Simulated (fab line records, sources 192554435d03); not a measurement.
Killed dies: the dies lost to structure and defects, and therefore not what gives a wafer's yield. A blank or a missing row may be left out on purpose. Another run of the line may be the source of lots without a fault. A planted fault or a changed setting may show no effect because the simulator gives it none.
Split-lot experiment	flow n5_finfet	route with 1938 steps; 7 lots, 39 wafers read

## SPLIT DETAILS
At N5_SD_EPI_N_EPI_21 (deposits Si:P, time 690 s), the setting pressure_torr was moved away from the recipe's 255 Torr on 36 of the 39 wafers read, by -17.5% to +16.5%. This setting was run at the recipe's value on the other wafers.

The reading comes from the split's own step.

## THE READING
Si-P_of_SD_EPI_N_EPI_21.thk_nm (the simulator's own value, which no gauge read), in nm, at N5_SD_EPI_N_EPI_21 (deposits Si:P, time 690 s). The file gives no usual value for it. Average 58.9 nm, standard deviation 0.25 nm, over the 3 wafers here run with the recipe.

wafer	tool, chamber at the split	pressure_torr as run, Torr	against the recipe	Si-P_of_SD_EPI_N_EPI_21.thk_nm, nm	against lot-mates on the recipe
L074.1	epi_rpcvd-03, 0	297.2	+16.5%	64.2	no lot-mate on the recipe
L074.2	epi_rpcvd-03, 0	297.2	+16.5%	64	no lot-mate on the recipe
L074.3	epi_rpcvd-03, 0	297.2	+16.5%	64	no lot-mate on the recipe
L074.4	epi_rpcvd-03, 0	297.2	+16.5%	63	no lot-mate on the recipe
L074.5	epi_rpcvd-03, 0	297.2	+16.5%	63.8	no lot-mate on the recipe
L074.6	epi_rpcvd-03, 0	297.2	+16.5%	64.8	no lot-mate on the recipe
L076.1	epi_rpcvd-03, 0	210.4	-17.5%	53.4	no lot-mate on the recipe
L076.2	epi_rpcvd-03, 0	210.4	-17.5%	53	no lot-mate on the recipe
L076.3	epi_rpcvd-03, 0	210.4	-17.5%	54.2	no lot-mate on the recipe
L076.4	epi_rpcvd-03, 0	210.4	-17.5%	53.8	no lot-mate on the recipe
L076.5	epi_rpcvd-03, 0	210.4	-17.5%	54	no lot-mate on the recipe
L076.6	epi_rpcvd-03, 0	210.4	-17.5%	54	no lot-mate on the recipe
L079.1	epi_rpcvd-01, 0	291	+14.1%	61.8	no lot-mate on the recipe
L079.2	epi_rpcvd-01, 0	291	+14.1%	61.6	no lot-mate on the recipe
L079.4	epi_rpcvd-01, 0	291	+14.1%	61.6	no lot-mate on the recipe
L079.3	epi_rpcvd-01, 0	291	+14.1%	61.4	no lot-mate on the recipe
L079.5	epi_rpcvd-01, 0	291	+14.1%	60.8	no lot-mate on the recipe
L079.6	epi_rpcvd-01, 0	291	+14.1%	61.2	no lot-mate on the recipe
L080.1	epi_rpcvd-04, 0	230.1	-9.8%	55.6	no lot-mate on the recipe
L080.2	epi_rpcvd-04, 0	230.1	-9.8%	56	no lot-mate on the recipe
L080.6	epi_rpcvd-04, 0	230.1	-9.8%	56	no lot-mate on the recipe
L080.3	epi_rpcvd-04, 0	230.1	-9.8%	56.4	no lot-mate on the recipe
L080.4	epi_rpcvd-04, 0	230.1	-9.8%	56.6	no lot-mate on the recipe
L080.5	epi_rpcvd-04, 0	230.1	-9.8%	56.6	no lot-mate on the recipe
L086.1	epi_rpcvd-04, 0	255	recipe	58.6	-
L086.2	epi_rpcvd-04, 0	255	recipe	59.2	-
L086.4	epi_rpcvd-04, 0	255	recipe	58.8	-
L088.1	epi_rpcvd-01, 0	284.9	+11.7%	60.6	no lot-mate on the recipe
L088.2	epi_rpcvd-01, 0	284.9	+11.7%	61	no lot-mate on the recipe
L088.3	epi_rpcvd-01, 0	284.9	+11.7%	61	no lot-mate on the recipe
L088.4	epi_rpcvd-01, 0	284.9	+11.7%	61.6	no lot-mate on the recipe
L088.5	epi_rpcvd-01, 0	284.9	+11.7%	61.8	no lot-mate on the recipe
L088.6	epi_rpcvd-01, 0	284.9	+11.7%	60.8	no lot-mate on the recipe
L094.1	epi_rpcvd-01, 0	226.1	-11.3%	56.2	no lot-mate on the recipe
L094.2	epi_rpcvd-01, 0	226.1	-11.3%	55.8	no lot-mate on the recipe
L094.6	epi_rpcvd-01, 0	226.1	-11.3%	55.8	no lot-mate on the recipe
L094.3	epi_rpcvd-01, 0	226.1	-11.3%	56	no lot-mate on the recipe
L094.4	epi_rpcvd-01, 0	226.1	-11.3%	56	no lot-mate on the recipe
L094.5	epi_rpcvd-01, 0	226.1	-11.3%	56.6	no lot-mate on the recipe

THE FIT
A straight line over all 39 wafers: Si-P_of_SD_EPI_N_EPI_21.thk_nm changes by +0.259 nm for each +1% of pressure_torr; r = +0.98; the points scatter about the line by 0.75 nm.
Too few moved wafers have a lot-mate on the recipe to fit a line with each lot's own level taken away.

## FILE'S OWN FIT
Si-P_of_SD_EPI_N_EPI_21.thk_nm changes by +0.259 nm for each +1% of pressure_torr, r = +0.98.
